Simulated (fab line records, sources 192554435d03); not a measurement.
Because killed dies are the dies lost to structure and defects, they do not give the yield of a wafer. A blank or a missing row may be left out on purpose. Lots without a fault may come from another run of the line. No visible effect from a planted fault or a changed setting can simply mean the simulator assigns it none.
Comparing a struck lot with a sound one || flow n5Finfet || 38 steps out of a route of 1938
Sound: wafers L435.1, L435.2, L435.3. Struck: wafer L432.2. (L432.3, L432.6 of the same lot were not struck and are left out.) The cause comes at the end.
At each step with rows: each side's tool, then ch and its chambers, then its first start. Under that, the readings that differ: sound wafers || struck wafers || difference of the means || sigmas: that difference in standard deviations of wafers without a fault.
alike: words and numbers the same on both sides, and readings whose means are apart by under 2 such deviations; not compared: readings that were withheld, readings missing a value for some wafer, numbers with overlapping values and no deviation given by the record, and bounds like >300 which may hide the same value.
Wherever a step has rows on one side only, a row that says differs or no value, or a row with sigmas, the two part there. Numbers that have no deviation but don't overlap get no sigmas and don't part them. A reading missing from all wafers of one side parts the sides only when that side holds two or more wafers.

first, 9 steps without rows for these wafers: N5_HKMG_FIN_SOFTBAKE_07 (time 60 s); N5_HKMG_FIN_EXPOSE_09 (exposes mask NWFM); N5_HKMG_FIN_PEB_10 (peb time 60 s); N5_HKMG_FIN_DEVELOP_11 (develop time 30 s); N5_HKMG_FIN_DESCUM_17 (chemistry O2, time 7.9 s); N5_HKMG_FIN_ETCH_31 (etches SiARC in CF4, target depth 45.5 nm, time 75.8 s); N5_HKMG_FIN_ETCH_32 (etches SOC in N2/H2, target depth 240 nm, time 300 s); N5_HKMG_FIN_STRIP_33 (strips in N2/H2); N5_HKMG_FIN_STRIP_34 (strips in CF4).
N5_HKMG_FIN_ETCH_35: etches SOC in N2/H2, target depth 215.8 nm, time 243.4 s.
  sound on rieDiel-06 ch 0,2,3, day 11 06:13; struck on rieDiel-01 ch 1, day 11 04:22
{"reading": "rfHoursCounterH (h)", "sound": "200 158 189", "struck": 100, "difference": -82, "sigmas": ""}
  alike: drypumpMotorCurrentA, oesProductAu, rfVppV, showerheadPlenumPTorr, throttleValvePct
then, 27 steps without rows for these wafers: N5_HKMG_FIN_STRIP_92 (strips SOC in N2/H2, time 20 s); N5_HKMG_FIN_WET_ETCH_18 (etches TiN in SC1, time 55 s, target depth 5.2 nm, rinse time 30 s); N5_HKMG_FIN_STRIP_19 (strips in N2/H2, time 360 s); N5_HKMG_FIN_ALD_91 (deposits TiN, target thk 1 nm, pulse time 1 s, purge time 3 s); N5_HKMG_FIN_COAT_85 (time 60 s, resist thk 300 nm); N5_HKMG_FIN_ETCH_86 (etches SOC in N2/H2, stops on TiN, target depth 393.2 nm); N5_HKMG_FIN_STRIP_89 (strips SOC in N2/H2, time 20 s); N5_HKMG_FIN_WET_ETCH_87 (etches TiN in SC1, time 154.2 s, target depth 4.7 nm, rinse time 30 s); N5_HKMG_FIN_STRIP_88 (strips in N2/H2, time 360 s); N5_HKMG_FIN_NWFM_ALD_20 (deposits TiAlC, target thk 2 nm, pulse time 3 s, purge time 2 s); N5_HKMG_FIN_ALD_71 (deposits TiN, target thk 1 nm, pulse time 1 s, purge time 3 s); N5_HKMG_FIN_COAT_66 (time 60 s, resist thk 300 nm); N5_HKMG_FIN_ETCH_67 (etches SOC in N2/H2, stops on TiN, target depth 388.9 nm); N5_HKMG_FIN_STRIP_90 (strips SOC in N2/H2, time 20 s); N5_HKMG_FIN_WET_ETCH_73 (etches the open film in SC1, time 42.3 s, target depth 1.3 nm, rinse time 30 s); N5_HKMG_FIN_ETCHBACK_68 (etches the open film in Cl2/Ar, stops on HfO2, target depth 0.5 nm); N5_HKMG_FIN_STRIP_69 (strips in N2/H2, time 360 s); N5_HKMG_FIN_ALD_21 (deposits TiN, target thk 1.5 nm, pulse time 1 s, purge time 3 s); N5_HKMG_FIN_ALD_72 (deposits W, target thk 2 nm, pulse time 1 s, purge time 2 s); N5_HKMG_FIN_W_FILL_22 (material W, target thk 60 nm, time 18.2 s); N5_HKMG_FIN_PRECLEAN_83 (cleans in DIW, time 57.5 s); N5_HKMG_FIN_SRD_84 (dry time 32 s); N5_HKMG_FIN_CMP_23 (polishes, stops on SiNx, t overpolish 10 s, target thk 46.326 nm); N5_HKMG_FIN_CMP_94 (polishes, stops on SiNx, t overpolish 4.7 s, target thk 43.299 nm); N5_GATE_CUT_ETCHBACK_00 (etches W in SF6/Cl2); N5_GATE_CUT_ETCH_56 (etches TiN in Cl2/Ar, target depth 21.6 nm); N5_GATE_CUT_ETCHBACK_30 (etches TiN in Cl2/Ar, target depth 3 nm).
-- the record jumps here: 10 days lie between the struck wafers' starts before and after (it left off in module GATE_CUT and takes up again in module PASSIVATION, whose first step shown is number 1936 of the route) --
N5_PASSIVATION_PROBE_49:
  record: rows for the struck wafers here (prober-02, day 20 22:44), none for the sound ones

## WHERE THEY PART
N5_PASSIVATION_PROBE_49 only, going by this record.

WHY: what had been put in by the simulator
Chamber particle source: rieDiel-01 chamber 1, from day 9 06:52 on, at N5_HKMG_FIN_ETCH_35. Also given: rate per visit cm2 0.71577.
